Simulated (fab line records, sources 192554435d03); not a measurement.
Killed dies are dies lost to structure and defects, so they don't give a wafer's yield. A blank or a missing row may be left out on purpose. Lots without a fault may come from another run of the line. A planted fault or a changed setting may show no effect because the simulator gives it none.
A struck lot beside a sound one | flow n5_finfet | 17 steps out of a route of 1938
Sound: wafers L968.2, L968.4, L968.6. Struck: wafer L986.4. (L986.2 of the same lot was not struck and is left out.) The cause comes at the end.
At each step with rows: each side's tool, then ch and its chambers, then its first start. Under that, the readings that differ: sound wafers | struck wafers | difference of the means | sigmas: that difference in standard deviations of wafers without a fault.
alike: readings whose means differ by less than 2 such deviations, and words and numbers that are the same on both sides. not compared: withheld readings, readings that some wafer has no value for, bounds like >300 that may hide the same value, and numbers for which the record gives no deviation and whose values overlap.
The two part at a step that has a row with sigmas, a row that says differs or no value, or rows on one side only. Numbers that don't overlap but have no deviation are shown without sigmas and don't part them. A reading that every wafer of one side lacks parts them only if that side has two wafers or more.

first, 1 step without rows for these wafers: N5_BEOL_M15_ETCH_61 (etches BARC in N2/H2, target depth 89 nm, overetch 26.7 nm, time 67.9 s).
N5_BEOL_M15_TRENCH_ETCH_34: etches SiO2 in C4F8/O2/Ar, target depth 872.93 nm, time 199 s.
  sound on rie_diel-02 ch 0,2, day 12 10:20; struck on rie_diel-04 ch 0, day 17 11:06
  alike: drypump_motor_current_A, oes_ar_750_au, oes_product_au, rf_vpp_V, showerhead_plenum_p_Torr, throttle_valve_pct
  not compared: rf_hours_counter_h
N5_BEOL_M15_STRIP_36: strips in O2.
  sound on rie_diel-02 ch 0,2, day 12 11:16; struck on rie_diel-04 ch 0, day 17 11:32
  alike: drypump_motor_current_A, oes_product_au, rf_vpp_V, showerhead_plenum_p_Torr, throttle_valve_pct
  not compared: rf_hours_counter_h
then, 7 steps without rows for these wafers: N5_BEOL_M15_STRIP_62 (strips in O2); N5_BEOL_M15_STRIP_37 (strips in O2); N5_BEOL_M15_ETCH_38 (etches SiCN in CF4/N2, target depth 106.4 nm, time 120.5 s); N5_BEOL_M15_PRECLEAN_39 (cleans in residue remover, time 60 s); N5_BEOL_M15_SRD_40 (time 30 s, dry time 30 s); N5_BEOL_M15_DEGAS_41 (time 60 s); N5_BEOL_M15_PRE_CLEAN_42 (time 30 s).
N5_BEOL_M15_SPUTTER_43: material TaN, target thk 15 nm, time 24.19 s.
  sound on pvd_sputter-03, day 12 12:03; struck on pvd_sputter-02, day 17 12:24
  alike: cathode_dc_power_W, throttle_valve_pct
N5_BEOL_M15_SPUTTER_44: material Ta, target thk 15 nm, time 24.19 s.
  sound on pvd_sputter-03, day 12 12:08; struck on pvd_sputter-02, day 17 12:29
  reading                                     | sound      | struck | difference | sigmas
  model.Ta_of_BEOL_M15_SPUTTER_44.thk_nm (nm) | 15 15 14.8 | 6.4    | -8.5       |
  alike: cathode_dc_power_W, throttle_valve_pct
N5_BEOL_M15_SPUTTER_45: material Cu, target thk 100 nm, time 16.67 s.
  sound on pvd_sputter-03, day 12 12:13; struck on pvd_sputter-02, day 17 12:34
  alike: cathode_dc_power_W, throttle_valve_pct
then, 1 step without rows for these wafers: N5_BEOL_M15_ECD_47 (material Cu, target thk 1860 nm).
N5_BEOL_M15_ANNEAL_48: time 90 s.
  sound on rtp_anneal-01 ch 0, day 12 13:11; struck on rtp_anneal-02 ch 0, day 17 13:02
  alike: wafer_temp_C_max
N5_BEOL_M15_CMP_49: polishes, stops on SiO2, t overpolish 4.9 s, target thk 850 nm.
  sound on cmp-03 ch 0,1,2, day 12 13:26; struck on cmp-03 ch 3, day 17 13:17
  reading                      | sound             | struck | difference | sigmas
  barrier_field_endpoint_s (s) | 11.43 11.26 11.29 | 8.14   | -3.19      | -11
  motor_current_A (A)          | 6.2 6.1 8.9       | 9.7    | +2.6       | +2
N5_BEOL_M15_THK_MEAS_50: measures by xrf.
  sound on film_metro-02, day 12 13:44; struck on film_metro-02, day 17 13:34
  alike: M15_THK

WHERE THEY PART
Only at N5_BEOL_M15_CMP_49, within this record. Later steps at which nothing parts them and some readings are alike: N5_BEOL_M15_THK_MEAS_50.

WHY: what the simulator had put in
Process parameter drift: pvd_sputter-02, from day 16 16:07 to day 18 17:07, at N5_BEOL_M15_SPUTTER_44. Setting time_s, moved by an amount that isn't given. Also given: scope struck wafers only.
